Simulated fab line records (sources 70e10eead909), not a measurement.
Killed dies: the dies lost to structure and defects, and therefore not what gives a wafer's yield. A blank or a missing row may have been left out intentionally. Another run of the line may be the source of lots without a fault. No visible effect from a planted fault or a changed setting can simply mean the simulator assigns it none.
A struck lot beside a sound one / flow nandHarc / 15 steps out of a route of 1159
Sound: wafers L613.2, L613.3, L613.6. Wafers L624.3, L624.5, L624.6 were the ones struck. The cause is named last.
Each step with rows lists, per side, the tool, then ch with its chambers, then its first start. Under that, the readings that differ: sound wafers / struck wafers / difference of the means / sigmas: that difference in standard deviations of wafers without a fault.
alike: readings whose means differ by less than 2 such deviations, and words and numbers that are the same on both sides. not compared: withheld readings, readings that some wafer has no value for, bounds like >300 that may hide the same value, and numbers for which the record gives no deviation and whose values overlap.
The two part at a step that has a row with sigmas, a row that says differs or no value, or rows on one side only. Non-overlapping numbers with no deviation appear without sigmas and do not part them. Lack of a reading on every wafer of one side parts them only where that side has two or more wafers.

NHARC_A_CHANNEL_FILL_D1_ALD_16: deposits SiO2, target thk 1.5 nm, pulse time 10 s, ald cycles 15.
  sound on aldHk-04 ch 0,1, day 11 01:42; struck on aldHk-04 ch 2,3, day 13 22:11
reading=heaterPowerW (W); sound=519 481 513; struck=408 415 390; difference=-100; sigmas=-2
  alike: precursorPulseHeightRel
then, 2 steps without rows for these wafers: NHARC_A_CHANNEL_FILL_D1_ANNEAL_17 (time 1800 s); NHARC_A_CHANNEL_FILL_D1_CVD_18 (deposits poly-Si, target thk 3 nm).
NHARC_A_CHANNEL_FILL_D1_ETCHBACK_19: etches the open film in HBr/Cl2, target depth 5 nm, time 1.7 s.
  sound on rieSi-01 ch 1,2, day 11 13:21; struck on rieSi-01 ch 1,2, day 14 09:46
  alike: biasW, chamberPressureMTorr, drypumpMotorCurrentA, oesProductAu, throttleValvePct
  not compared: rfHoursCounterH
NHARC_A_CHANNEL_FILL_D1_ETCHBACK_20: etches the open film in C4F8/O2/Ar, target depth 27 nm, time 13.5 s.
  sound on rieDiel-03 ch 0,1,3, day 11 13:29; struck on rieDiel-06 ch 2,3, day 14 09:55
  alike: biasW, chamberPressureMTorr, oesProductAu, rfVppV
  not compared: rfHoursCounterH
NHARC_A_CHANNEL_FILL_D1_STRIP_28: strips in O2, time 20 s.
  sound on rieDiel-03 ch 0,1,2, day 11 13:34; struck on rieDiel-06 ch 1,2, day 14 10:02
  alike: drypumpMotorCurrentA, oesProductAu, rfVppV, showerheadPlenumPTorr, throttleValvePct
  not compared: rfHoursCounterH
then, 4 steps without rows for these wafers: NHARC_A_CHANNEL_FILL_D1_PRECLEAN_21 (cleans in dHF, time 30 s); NHARC_A_CHANNEL_FILL_D1_SRD_23; NHARC_A_CHANNEL_FILL_D1_CVD_05 (deposits poly-Si, target thk 5 nm); NHARC_A_CHANNEL_FILL_D1_ANNEAL_22 (time 7200 s).
NHARC_A_CHANNEL_FILL_D1_THK_MEAS_06: measures by ellipsometry.
  struck on filmMetro-02, day 14 22:08; sound on filmMetro-02, day 12 01:15
  alike: thkNm
then, 1 step without rows for these wafers: NHARC_A_CHANNEL_FILL_D1_ALD_25 (deposits SiOx, target thk 60 nm, pulse time 10 s, ald cycles 600).
NHARC_A_CHANNEL_FILL_D1_ETCHBACK_08: etches the open film in C4F8, target depth 220 nm, time 110 s.
  sound on rieDiel-06 ch 1,2, day 12 06:49; struck on rieDiel-03 ch 1,2, day 15 08:06
  no value came back on the struck wafers for chamberPressureMTorr (mTorr), oesProductAu (a.u.), rfVppV (V); on the sound wafers chamberPressureMTorr (mTorr) reads 25.033 24.993 25.008
  not compared: rfHoursCounterH
NHARC_A_CHANNEL_FILL_D1_STRIP_29: strips in O2, time 20 s.
  sound on rieDiel-06 ch 0,3; struck on rieDiel-03 ch 0,1,2, day 15 08:16
  alike: drypumpMotorCurrentA, oesProductAu, rfVppV, showerheadPlenumPTorr, throttleValvePct
  not compared: rfHoursCounterH
-- record jumps: 10 days between struck wafers' starts before vs after; left off in module A_CHANNEL_FILL_D1, resumes in module END, first step shown is number 1159 of the route --
NHARC_END_SORT_01:
  here the record holds rows for the struck wafers (prober-01 ch 0, day 25 01:17) but none for the sound ones

WHERE THEY PART
Last at NHARC_END_SORT_01 as far as this record goes, first at NHARC_A_CHANNEL_FILL_D1_ALD_16.

WHY: whatever the simulator had introduced
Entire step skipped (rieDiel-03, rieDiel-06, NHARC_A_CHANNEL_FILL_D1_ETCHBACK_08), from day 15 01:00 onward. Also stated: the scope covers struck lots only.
